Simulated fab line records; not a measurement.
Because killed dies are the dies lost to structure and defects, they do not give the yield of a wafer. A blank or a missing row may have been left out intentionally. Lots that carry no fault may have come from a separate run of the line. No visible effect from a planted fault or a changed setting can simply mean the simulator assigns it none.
Which tool did it? | flow nand_harc | Sampling: 11 lots, 33 wafers, 5 of 1302 route steps

## WHAT THE GAUGES READ, wafer by wafer
NHARC_THIN_TSV_CD_MEAS_33 targets a cd of 5000 nm.
lot  | measured     | on        | cd_nm (nm)
L273 | day 24 11:43 | cd_sem-03 | 4997.4 4999.2 5001.1
L274 | day 24 10:37 | cd_sem-03 | 4998.3 4997.9 4997.3
L275 | day 24 09:17 | cd_sem-02 | 5001.5 5000.2 4999.9
L278 | day 26 15:29 | cd_sem-03 | 4998.8 4999.9 4996.0
L277 | day 25 16:40 | cd_sem-02 | 4999.4 4997.7 5000.0
L279 | day 26 21:19 | cd_sem-01 | 4997.1 4999.2 4998.8
L286 | day 30 07:31 | cd_sem-02 | 4996.0 4995.6
L289 | day 30 02:30 | cd_sem-02 | 4997.6 4994.7 4998.8
L290 | day 30 03:40 | cd_sem-02 | 4997.2 4998.4 4997.6
L291 | day 31 05:10 | cd_sem-01 | 5000.2 4995.4 4996.9
L293 | day 32 09:59 | cd_sem-01 | 4998.0 4999.4 5001.3

NHARC_END_WLT_00.
lot  | measured     | on        | VT_DECK1_BOTTOM   | VT_DECK1_BOTTOM_INNER | VT_DECK1_MEDIAN_NEAR_BOTTOM | VT_DECK1_MEDIAN_NEAR_BOTTOM_INNER | VT_DECK1_MIDDLE   | VT_DECK1_MIDDLE_INNER | VT_DECK1_TOP      | VT_DECK1_TOP_INNER | VT_DECK2_BOTTOM   | VT_DECK2_BOTTOM_INNER | VT_DECK2_MEDIAN_NEAR_BOTTOM | VT_DECK2_MEDIAN_NEAR_BOTTOM_INNER | VT_DECK2_MIDDLE   | VT_DECK2_MIDDLE_INNER | VT_DECK2_TOP      | VT_DECK2_TOP_INNER
L273 | day 25 01:11 | prober-01 | 0.881 0.877 0.875 | 0.875 0.879 0.878     | 0.879 0.881 0.885           | 0.870 0.876 0.880                 | 0.891 0.884 0.896 | 0.904 0.889 0.888     | 0.902 0.910 0.907 | 0.900 0.901 0.902  | 0.881 0.878 0.885 | 0.886 0.883 0.887     | 0.887 0.881 0.887           | 0.880 0.877 0.886                 | 0.890 0.904 0.898 | 0.901 0.887 0.898     | 0.903 0.912 0.915 | 0.913 0.906 0.912
L274 | day 24 18:24 | prober-01 | 0.891 0.888 0.889 | 0.892 0.885 0.893     | 0.900 0.884 0.892           | 0.892 0.881 0.893                 | 0.901 0.896 0.903 | 0.906 0.902 0.904     | 0.909 0.916 0.920 | 0.912 0.923 0.918  | 0.878 0.887 0.883 | 0.887 0.880 0.888     | 0.871 0.888 0.897           | 0.880 0.881 0.890                 | 0.898 0.896 0.896 | 0.903 0.896 0.905     | 0.906 0.909 0.902 | 0.905 0.907 0.899
L275 | day 24 17:25 | prober-02 | 0.885 0.892 0.893 | 0.888 0.891 0.889     | 0.882 0.896 0.885           | 0.889 0.888 0.894                 | 0.901 0.906 0.895 | 0.897 0.898 0.891     | 0.910 0.914 0.915 | 0.915 0.915 0.910  | 0.871 0.863 0.866 | 0.857 0.877 0.867     | 0.873 0.863 0.873           | 0.875 0.877 0.864                 | 0.888 0.878 0.887 | 0.879 0.882 0.882     | 0.893 0.891 0.891 | 0.894 0.884 0.892
L278 | day 26 22:29 | prober-02 | 0.879 0.889 0.885 | 0.882 0.874 0.883     | 0.877 0.871 0.889           | 0.887 0.881 0.889                 | 0.894 0.884 0.893 | 0.895 0.888 0.890     | 0.902 0.895 0.905 | 0.910 0.897 0.907  | 0.860 0.868 0.871 | 0.858 0.869 0.874     | 0.867 0.878 0.880           | 0.860 0.871 0.875                 | 0.877 0.879 0.879 | 0.881 0.878 0.879     | 0.884 0.883 0.883 | 0.891 0.883 0.892
L277 | day 25 23:09 | prober-01 | 0.876 0.884 0.875 | 0.876 0.888 0.885     | 0.881 0.877 0.878           | 0.880 0.881 0.872                 | 0.891 0.889 0.891 | 0.883 0.895 0.893     | 0.900 0.899 0.904 | 0.906 0.904 0.897  | 0.851 0.857 0.867 | 0.858 0.866 0.864     | 0.846 0.855 0.861           | 0.851 0.850 0.872                 | 0.867 0.877 0.874 | 0.868 0.875 0.870     | 0.882 0.881 0.878 | 0.881 0.877 0.881
L279 | day 27 06:13 | prober-01 | 0.875 0.886 0.878 | 0.881 0.880 0.883     | 0.878 0.889 0.881           | 0.874 0.882 0.879                 | 0.894 0.902 0.895 | 0.890 0.902 0.896     | 0.910 0.908 0.901 | 0.903 0.897 0.906  | 0.866 0.863 0.854 | 0.863 0.872 0.861     | 0.859 0.866 0.856           | 0.864 0.871 0.866                 | 0.877 0.875 0.874 | 0.876 0.886 0.871     | 0.888 0.894 0.892 | 0.893 0.890 0.887
L286 | day 30 16:31 | prober-02 | 0.870 0.861       | 0.872 0.862           | 0.861 0.864                 | 0.871 0.866                       | 0.880 0.874       | 0.888 0.889           | 0.897 0.889       | 0.887 0.884        | 0.877 0.867       | 0.873 0.866           | 0.875 0.873                 | 0.877 0.864                       | 0.889 0.897       | 0.899 0.889           | 0.905 0.907       | 0.899 0.895
L289 | day 30 08:40 | prober-02 | 0.863 0.873 0.868 | 0.879 0.874 0.872     | 0.878 0.877 0.870           | 0.874 0.878 0.867                 | 0.885 0.896 0.891 | 0.886 0.883 0.881     | 0.898 0.895 0.896 | 0.898 0.887 0.897  | 0.879 0.877 0.881 | 0.893 0.879 0.881     | 0.882 0.876 0.883           | 0.880 0.882 0.881                 | 0.899 0.897 0.886 | 0.901 0.889 0.891     | 0.907 0.909 0.911 | 0.903 0.907 0.904
L290 | day 30 12:16 | prober-01 | 0.865 0.859 0.867 | 0.871 0.860 0.866     | 0.874 0.864 0.870           | 0.864 0.871 0.876                 | 0.877 0.890 0.885 | 0.883 0.878 0.875     | 0.901 0.904 0.895 | 0.902 0.902 0.900  | 0.883 0.889 0.880 | 0.885 0.883 0.881     | 0.878 0.891 0.889           | 0.881 0.887 0.879                 | 0.897 0.892 0.895 | 0.891 0.900 0.894     | 0.907 0.908 0.902 | 0.907 0.903 0.901
L291 | day 31 13:07 | prober-02 | 0.878 0.884 0.875 | 0.878 0.886 0.882     | 0.879 0.888 0.885           | 0.883 0.877 0.881                 | 0.890 0.890 0.900 | 0.905 0.895 0.888     | 0.903 0.893 0.904 | 0.903 0.915 0.900  | 0.873 0.883 0.881 | 0.881 0.883 0.884     | 0.886 0.884 0.893           | 0.881 0.890 0.883                 | 0.903 0.902 0.884 | 0.903 0.899 0.909     | 0.910 0.899 0.902 | 0.904 0.905 0.912
L293 | day 32 18:00 | prober-02 | 0.891 0.896 0.883 | 0.894 0.886 0.884     | 0.884 0.894 0.900           | 0.890 0.890 0.893                 | 0.900 0.898 0.895 | 0.897 0.901 0.909     | 0.913 0.924 0.912 | 0.919 0.912 0.906  | 0.869 0.863 0.860 | 0.875 0.857 0.876     | 0.872 0.869 0.868           | 0.869 0.859 0.869                 | 0.890 0.882 0.879 | 0.886 0.886 0.893     | 0.893 0.896 0.898 | 0.895 0.893 0.893

NHARC_END_SORT_01.
lot  | measured     | on        | defect_limited_yield (%) | killed_at_array | killed_at_other | killed_at_periphery | killed_dies | killed_open | killed_short
L273 | day 25 04:09 | prober-01 | 87.3 90.5 92.2           | 80 53 49        | 0 0 0           | 6 11 4              | 86 64 53    | 3 1 5       | 2 2 1
L274 | day 24 21:59 | prober-01 | 88.6 87.7 90.1           | 67 74 61        | 0 1 0           | 10 8 6              | 77 83 67    | 7 5 4       | 1 3 3
L277 | day 26 02:26 | prober-01 | 87.1 91.3 90.1           | 79 54 63        | 4 2 3           | 4 3 1               | 87 59 67    | 2 3 5       | 4 1 1
L279 | day 27 09:49 | prober-01 | 91.0 91.3 90.1           | 60 56 65        | 0 0 0           | 1 3 2               | 61 59 67    | 6 5 3       | 1 2 1
L286 | day 30 19:32 | prober-02 | 89.4 89.5 0              | 68 65 58        | 1 0 0           | 3 6 619             | 72 71 677   | 1 1 0       | 3 5 2
L290 | day 30 15:14 | prober-01 | 90.1 87.0 87.7           | 63 86 78        | 0 0 0           | 4 2 5               | 67 88 83    | 2 3 5       | 5 1 3
L293 | day 32 20:58 | prober-02 | 95.4 93.8 96.0           | 26 39 22        | 1 2 0           | 4 1 5               | 31 42 27    | 7 4 1       | 1 2 3

## WHAT TOOL EACH LOT RAN ON (gives the tool, then ch and the chambers of the sampled wafers, and finally the start)
lot  | NHARC_P_M2_PVD_21            | NHARC_THIN_TSV_ETCHBACK_48
L273 | pvd_sputter-02, day 6 15:46  | rie_diel-03 ch 0,2, day 24 08:02
L274 | pvd_sputter-01, day 6 21:53  | rie_diel-04 ch 0,1,2, day 24 07:04
L275 | pvd_sputter-01, day 7 07:49  | rie_diel-03 ch 0,1,2, day 24 05:47
L278 | pvd_sputter-01, day 8 07:31  | rie_diel-04 ch 0,1,3, day 26 12:01
L277 | pvd_sputter-01, day 8 08:19  | rie_diel-01 ch 0,2, day 25 13:00
L279 | pvd_sputter-01, day 9 07:26  | rie_diel-04 ch 0,1, day 26 17:40
L286 | pvd_sputter-01, day 12 17:31 | rie_diel-03 ch 0,1, day 30 03:44
L289 | pvd_sputter-03, day 13 11:34 | rie_diel-01 ch 1,2,3, day 29 22:49
L290 | pvd_sputter-03, day 13 15:16 | rie_diel-04 ch 0,3, day 30 00:08
L291 | pvd_sputter-02, day 13 22:02 | rie_diel-03 ch 0,3, day 31 01:32
L293 | pvd_sputter-03, day 15 00:21 | rie_diel-01 ch 0,2,3, day 32 06:20
- NHARC_P_M2_PVD_21: deposits Cu, target thk 30 nm, time 20.49 s.
- NHARC_THIN_TSV_ETCHBACK_48: etches the open film in C4F8/Ar, target depth 1028.5 nm, time 405.17 s.

## WHAT THE TOOLS THEMSELVES READ (means of the sampled wafers that have a number; where no wafer has one, the mark that the record gives instead)
NHARC_P_M2_PVD_21.
lot  | tool           | substrate_temp_c (C) | throttle_valve_pct (%)
L273 | pvd_sputter-02 | 30.18                | 30.4
L274 | pvd_sputter-01 | 30.05                | 30.0
L275 | pvd_sputter-01 | 29.90                | 29.4
L278 | pvd_sputter-01 | 29.92                | 29.3
L277 | pvd_sputter-01 | 29.97                | 29.4
L279 | pvd_sputter-01 | 30.04                | 29.8
L286 | pvd_sputter-01 | 30.08                | 29.6
L289 | pvd_sputter-03 | 30.01                | 29.3
L290 | pvd_sputter-03 | 30.11                | 29.1
L291 | pvd_sputter-02 | 29.90                | 29.4
L293 | pvd_sputter-03 | 30.10                | 29.2

NHARC_THIN_TSV_ETCHBACK_48.
lot  | tool        | oes_product_au (a.u.) | rf_vpp_V (V)
L273 | rie_diel-03 | 0.92                  | 545
L274 | rie_diel-04 | 0.99                  | 550
L275 | rie_diel-03 | 0.93                  | 547
L278 | rie_diel-04 | 1.00                  | 551
L277 | rie_diel-01 | 1.00                  | 551
L279 | rie_diel-04 | 0.92                  | 551
L286 | rie_diel-03 | 0.96                  | 550
L289 | rie_diel-01 | 0.92                  | 548
L290 | rie_diel-04 | 0.91                  | 551
L291 | rie_diel-03 | 1.00                  | 547
L293 | rie_diel-01 | 1.00                  | 549

## THE ANSWER, worked out from the rows above alone
Rule: the lots themselves supply what counts as usual. The widest of any qualifying gaps counts: lots, ordered by their means at a reading, are off when they make up no more than a third of the lots, leave a main group of 4 or more, and stand apart from it by 3 or more times the standard deviation of that group's means. The tables above print the reading to a certain number of digits; a main group whose means all agree to those digits is not used. Also off: a lot with no number at a reading for which 4 or more lots have one. All remaining lots with rows at the step are treated as sound. Order of review: gauges by route order, followed by the tools' own readings, for which a lot's mean as printed above is used. At the first step where some lot is off, the reading lying furthest off is the one used; lots without a number count as furthest.
Off at NHARC_END_SORT_01 (killed_at_periphery): L286. Main group: mean 4.4, sd 2.2. Neither off nor sound, because the step has no rows for them: L275, L278, L289, L291.
If a tool, at a process step before that reading, ran all the lots that are off and no sound lot after the first of them, it fits. Gauges at NHARC_END_SORT_01: tried the same way as those tools. 2 tools fit, pvd_sputter-01 at NHARC_P_M2_PVD_21 and rie_diel-03 at NHARC_THIN_TSV_ETCHBACK_48, so this cannot tell which one it is.

## WHAT WAS PUT IN BY THE SIMULATOR
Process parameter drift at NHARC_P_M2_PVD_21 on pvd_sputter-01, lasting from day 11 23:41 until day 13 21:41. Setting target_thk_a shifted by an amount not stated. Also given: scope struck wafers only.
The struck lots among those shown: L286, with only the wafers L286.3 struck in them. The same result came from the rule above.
